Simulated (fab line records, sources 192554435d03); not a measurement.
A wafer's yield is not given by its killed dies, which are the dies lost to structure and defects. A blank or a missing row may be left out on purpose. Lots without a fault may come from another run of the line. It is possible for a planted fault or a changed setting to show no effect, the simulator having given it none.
Comparing a struck lot with a sound one | flow n5Finfet | 37 out of 1938 route steps
Sound: wafers L487.3, L487.5, L487.6. Struck: wafer L494.4 (left out: L494.2, L494.6 of the same lot, which were not struck); the cause appears at the end.
Per side, at each step with rows, come the tool, then ch with its chambers, and then its first start. Under that, the readings that differ: sound wafers | struck wafers | difference of the means | sigmas: that difference in standard deviations of wafers without a fault.
alike: readings whose means differ by less than 2 such deviations, and words and numbers that are the same on both sides. not compared: withheld readings, readings that some wafer has no value for, bounds like >300 that may hide the same value, and numbers for which the record gives no deviation and whose values overlap.
Wherever a step has rows on one side only, a row that says differs or no value, or a row with sigmas, the two part there. Non-overlapping numbers with no deviation appear without sigmas and do not part them. A reading missing from all wafers of one side parts the sides only when that side holds two or more wafers.

first, 12 steps without rows for these wafers: N5_SDB_ETCH_18 (etches SOC in N2/H2, target depth 100 nm, overetch 20 nm, time 150 s); N5_SDB_STRIP_19 (strips in N2/H2); N5_SDB_STRIP_21 (strips in CF4); N5_SDB_HM_OPEN_20 (chemistry CH3F/O2, target SiNx, stops on poly-Si, target depth 24 nm); N5_SDB_STRIP_22 (strips in N2/H2); N5_SDB_PRECLEAN_23 (cleans in dHF, time 30 s); N5_SDB_DUMMY_REMOVE_24 (chemistry TMAH, target poly-Si, stops on SiO2, target depth 142 nm, time 57 s, rinse time 30 s); N5_SDB_ETCH_25 (etches SiO2 in C4F6/O2, target depth 10 nm, time 3.3 s); N5_SDB_CUT_ETCH_26 (etches Si in HBr/Cl2/O2, target depth 129.6 nm, bt time 20 s, time 51.8 s); N5_SDB_PRECLEAN_38 (cleans in dHF, time 10 s); N5_SDB_PRECLEAN_39 (cleans in O3/DIW, time 45 s); N5_SDB_SRD_28 (time 30 s).
N5_SDB_ALD_29: deposits SiNx, target thk 30 nm, pulse time 1 s, ald cycles 600.
  sound on aldSin-03 ch 0,1,3, day 4 12:53; struck on aldSin-01 ch 3, day 6 08:40
  alike: heaterPowerW, precursorPulseHeightRel
then, 23 steps without rows for these wafers: N5_SDB_CMP_30 (polishes, stops on poly-Si, t overpolish 1.54 s, target thk 30 nm); N5_DUMMY_REMOVAL_HM_STRIP_01 (strips SiNx in CH3F/O2, stops on poly-Si, target depth 4 nm, time 6.8 s); N5_DUMMY_REMOVAL_STRIP_10 (strips in N2/H2, time 40 s); N5_DUMMY_REMOVAL_PRECLEAN_07 (cleans in dHF, time 30 s); N5_DUMMY_REMOVAL_DUMMY_REMOVE_02 (chemistry TMAH, target poly-Si, stops on SiO2, target depth 142 nm, time 57 s, rinse time 30 s); N5_DUMMY_REMOVAL_PRECLEAN_08 (cleans in NF3:NH3, afs cycles 2, time 20 s, sublimation time 60 s); N5_DUMMY_REMOVAL_PRECLEAN_04 (cleans in DHF, time 37 s); N5_DUMMY_REMOVAL_SRD_05 (time 30 s); N5_HKMG_FIN_IL_REGROW_00 (material SiO2, chemistry O3, target thk 0.75 nm, time 30 s); N5_HKMG_FIN_HK_ALD_01 (deposits HfO2, target thk 1.6 nm, pulse time 3 s, purge time 3 s); N5_HKMG_FIN_HK_ANNEAL_02 (time 30 s); N5_HKMG_FIN_ALD_74 (deposits La2O3, target thk 0.5 nm, pulse time 6 s, co reactant pulse time 1 s); N5_HKMG_FIN_ALD_75 (deposits Al2O3, target thk 1 nm, co reactant pulse time 1 s); N5_HKMG_FIN_COAT_41 (time 60 s, resist thk 300 nm); N5_HKMG_FIN_COAT_42 (time 60 s, resist thk 35 nm); N5_HKMG_FIN_COAT_43 (resist thk 90 nm); N5_HKMG_FIN_EBR_45; N5_HKMG_FIN_SOFTBAKE_44 (time 60 s); N5_HKMG_FIN_EXPOSE_46 (exposes mask NDIPOLE); N5_HKMG_FIN_PEB_47 (peb time 60 s); N5_HKMG_FIN_DEVELOP_48 (develop time 30 s); N5_HKMG_FIN_DESCUM_53 (chemistry O2, time 7.9 s); N5_HKMG_FIN_ETCH_54 (etches SiARC in CF4, target depth 45.5 nm, time 75.8 s).
-- the record jumps here: 9 days lie between the struck wafers' starts before and after (it left off in module HKMG_FIN and takes up again in module PASSIVATION, whose first step shown is number 1936 of the route) --
N5_PASSIVATION_PROBE_49:
  sound: prober-01 at day 13 04:18; struck: prober-02 at day 15 05:28
reading                 | sound          | struck | difference | sigmas
defectLimitedYield (%)  | 91.8 91.4 91.8 | 81.4   | -10.3      | -8
killedAtFrontEnd        | 39 55 33       | 162    | +120       | +11
killedDies              | 97 102 97      | 219    | +120       | +8
sort_bin_5_function (%) | 4.6 5.5 4.9    | 12.0   | +7.0       | +8
sortNPass               | 1083 1078 1083 | 961    | -120       | -8
sortYieldPct (%)        | 91.8 91.4 91.8 | 81.4   | -10.3      | -8
  alike: killed_at_M0_to_M3, killed_at_M4_up, killedAtContacts, killedAtOther, killedOnRim, killedOpen, killedShort, sort_bin_6_memory, sort_bin_8_speed

== WHERE THEY PART ==
Only at N5_PASSIVATION_PROBE_49, as far as this record shows.

WHY: the cause the simulator had injected
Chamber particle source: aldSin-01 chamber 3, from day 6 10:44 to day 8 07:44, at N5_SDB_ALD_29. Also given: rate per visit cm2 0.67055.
